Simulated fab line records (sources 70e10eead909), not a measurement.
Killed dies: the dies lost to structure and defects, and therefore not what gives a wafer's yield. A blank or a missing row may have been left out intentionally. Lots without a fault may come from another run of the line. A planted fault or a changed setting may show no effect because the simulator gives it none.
A struck lot beside a sound one || flow nand_harc || 16 steps out of a route of 1302
Sound: wafers L916.1, L916.4, L916.5. Wafers struck: L921.1, L921.4, L921.5. The cause comes at the end.
Per side, at each step with rows, come the tool, then ch with its chambers, and then its first start. Under that, the readings that differ: sound wafers || struck wafers || difference of the means || sigmas: that difference in standard deviations of wafers without a fault.
alike: same words and numbers on both sides, and readings whose means sit less than 2 such deviations apart. not compared: any withheld reading, any reading some wafer has no value for, any bound like >300 that may hide the same value, and any number with overlapping values for which the record gives no deviation.
A row with sigmas, a row that says differs or no value, or rows on one side alone: a step with any of these is where the two part. When numbers do not overlap yet have no deviation, they are printed without sigmas and do not part them. A reading that every wafer of one side lacks parts them only if that side has two wafers or more.

NHARC_A_ZERO_WELL_ETCH_13: etches the open film in HBr/Cl2, target depth 120 nm, time 40.1 s.
  sound on rie_si-02 ch 1,2,3, day 7 13:31; struck on rie_si-05 ch 2,3, day 9 22:56
  alike: drypump_motor_current_A, oes_product_au, throttle_valve_pct
  not compared: rf_hours_counter_h
then, 4 steps without rows for these wafers: NHARC_A_ZERO_WELL_STRIP_14 (strips in SPM, time 900 s); NHARC_A_ZERO_WELL_IMPLANT_15; NHARC_A_ZERO_WELL_PRECLEAN_22 (cleans in SC1, time 60 s); NHARC_A_ZERO_WELL_SRD_23.
NHARC_A_ZERO_WELL_RTA_16: time 10 s.
  sound on rtp_anneal-01 ch 0, day 7 14:28; struck on rtp_anneal-01 ch 0, day 9 23:50
  alike: lamp_power_pct, lamp_zone_6_pct, wafer_temp_C_max
NHARC_A_ZERO_WELL_INSPECT_17:
  struck on defect_inspect-01, day 10 00:02; sound on defect_inspect-01, day 7 14:40
  alike: raw_defect_count
then, 3 steps without rows for these wafers: NHARC_A_SOURCE_PLATE_PRECLEAN_00 (cleans in HF-LAST, time 60 s); NHARC_A_SOURCE_PLATE_SRD_01; NHARC_A_SOURCE_PLATE_OXIDE_02 (material SiO2, target thk 10 nm, ox time 1362 s).
NHARC_A_SOURCE_PLATE_THK_MEAS_09: measures by ellipsometry.
  struck on film_metro-01, day 10 07:10; sound on film_metro-02, day 7 22:11
  alike: thk_nm
NHARC_A_SOURCE_PLATE_PVD_04: deposits WSi2, target thk 50 nm.
  struck on pvd_sputter-03, day 10 07:16; sound on pvd_sputter-03, day 7 22:16
NHARC_A_SOURCE_PLATE_CVD_03: deposits poly-Si, target thk 200 nm, time 4000 s.
  sound on lpcvd_poly-03 ch 0, day 8 00:40; struck on lpcvd_poly-03 ch 0, day 10 09:39
{"reading": "spike_tc_bottom_C (C)", "sound": "636.6 636.4 635.0", "struck": "658.0 660.3 660.9", "difference": "+23.7", "sigmas": "+10"}
{"reading": "spike_tc_centre_C (C)", "sound": "620.8 622.7 621.6", "struck": "645.4 645.2 644.9", "difference": "+23.5", "sigmas": "+16"}
{"reading": "spike_tc_lower_C (C)", "sound": "617.5 618.5 618.6", "struck": "641.9 641.8 641.8", "difference": "+23.6", "sigmas": "+16"}
{"reading": "spike_tc_top_C (C)", "sound": "640.9 639.9 641.1", "struck": "663.6 662.7 664.6", "difference": "+23.0", "sigmas": "+10"}
{"reading": "spike_tc_upper_C (C)", "sound": "620.0 621.2 618.9", "struck": "643.8 642.8 643.4", "difference": "+23.3", "sigmas": "+25"}
{"reading": "tube_center_temp_C (C)", "sound": "619.98 619.88 620", "struck": "643.31 643.28 643.31", "difference": "+23.35", "sigmas": "+99 or more"}
then, 1 step without rows for these wafers: NHARC_A_SOURCE_PLATE_ANNEAL_05 (time 1800 s).
NHARC_A_SOURCE_PLATE_THK_MEAS_06: measures by ellipsometry.
  struck on film_metro-01, day 10 20:08; sound on film_metro-02, day 8 11:08
{"reading": "thk_nm (nm)", "sound": "200.8 199.3 198.9", "struck": "340.8 340.3 338.2", "difference": "+140.1", "sigmas": "+78"}
-- record jumps: 17 days between struck wafers' starts before vs after; left off in module A_SOURCE_PLATE, resumes in module END, first step shown is number 1302 of the route --
NHARC_END_SORT_01:
  sound on prober-01 ch 0, day 24 08:25; struck on prober-02 ch 0, day 27 10:05
  alike: killed_at_array, killed_at_other, killed_at_periphery, killed_dies, killed_open, killed_short

## WHERE THEY PART
Earliest at NHARC_A_SOURCE_PLATE_CVD_03; latest, in this record, at NHARC_A_SOURCE_PLATE_THK_MEAS_06. Later steps at which nothing parts them and some readings are alike: NHARC_END_SORT_01.

WHY: the cause the simulator had injected
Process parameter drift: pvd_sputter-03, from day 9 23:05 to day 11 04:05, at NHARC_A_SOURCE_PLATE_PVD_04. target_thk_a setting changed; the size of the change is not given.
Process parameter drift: lpcvd_poly-03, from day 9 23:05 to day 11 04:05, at NHARC_A_SOURCE_PLATE_CVD_03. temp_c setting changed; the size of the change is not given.
